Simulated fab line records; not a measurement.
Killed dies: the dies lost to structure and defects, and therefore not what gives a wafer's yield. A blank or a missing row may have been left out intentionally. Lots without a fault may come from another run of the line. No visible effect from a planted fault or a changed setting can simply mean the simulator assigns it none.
The tool behind it: which one? ; flow n5Finfet ; 12 lots with 36 wafers sampled at 2 steps, on a route of 1938 steps

## WHAT EACH GAUGE READ, for each wafer
N5_BEOL_M1_INSPECT_59: inspects for defects (darkfield).
lot;measured;on;rawDefectCount
L075;day 7 04:43;defectInspect-01;78 53 28
L077;day 7 09:03;defectInspect-01;61 67 77
L079;day 7 20:10;defectInspect-01;70 83 84
L081;day 8 05:50;defectInspect-02;43 61 51
L084;day 8 20:10;defectInspect-01;49 41 63
L085;day 9 02:04;defectInspect-02;65 76 74
L087;day 9 16:34;defectInspect-01;104 69 63
L089;day 10 06:26;defectInspect-01;130 111 113
L091;day 11 04:19;defectInspect-01;79 80 76
L092;day 11 09:02;defectInspect-02;79 99 69
L095;day 12 08:46;defectInspect-02;100 61 99
L097;day 12 17:04;defectInspect-02;93 113 95

## WHICH TOOL RAN EACH LOT (tool, then ch and the chambers of the sampled wafers, then the start)
lot;N5_BEOL_M1_PRE_CLEAN_60
L075;cvdCo-02 ch 0,1, day 7 04:29
L077;cvdCo-02 ch 1,2, day 7 08:48
L079;cvdCo-02 ch 0,1,2, day 7 19:55
L081;cvdCo-02 ch 0,1,2, day 8 05:35
L084;cvdCo-02 ch 1,2, day 8 19:55
L085;cvdCo-02 ch 0,2, day 9 01:49
L087;cvdCo-02 ch 0,1,2, day 9 16:19
L089;cvdCo-02 ch 0,1, day 10 06:11
L091;cvdCo-02 ch 0,2, day 11 04:02
L092;cvdCo-02 ch 1,2, day 11 08:47
L095;cvdCo-02 ch 0,1,2, day 12 08:31
L097;cvdCo-02 ch 0,1,2, day 12 16:49
- N5_BEOL_M1_PRE_CLEAN_60: time 15 s.

## THE ANSWER, worked out from the rows above alone
Rule: the lots themselves supply what counts as usual. Put in order of their means at a reading, lots are off if they are a third of the lots or fewer, leave a main group of 4 or more, and stand apart from it by a gap of 3 or more times the standard deviation of the main group's means; of several such gaps the widest counts. A main group is skipped when, at the precision printed for the reading in the tables above, its means are all equal. A lot without any number at a reading at which 4 lots or more have one is off too. All remaining lots with rows at the step are treated as sound.
No lot is off on any of the readings shown, so nothing can be concluded from this.

## WHAT THE SIMULATOR HAD PUT IN
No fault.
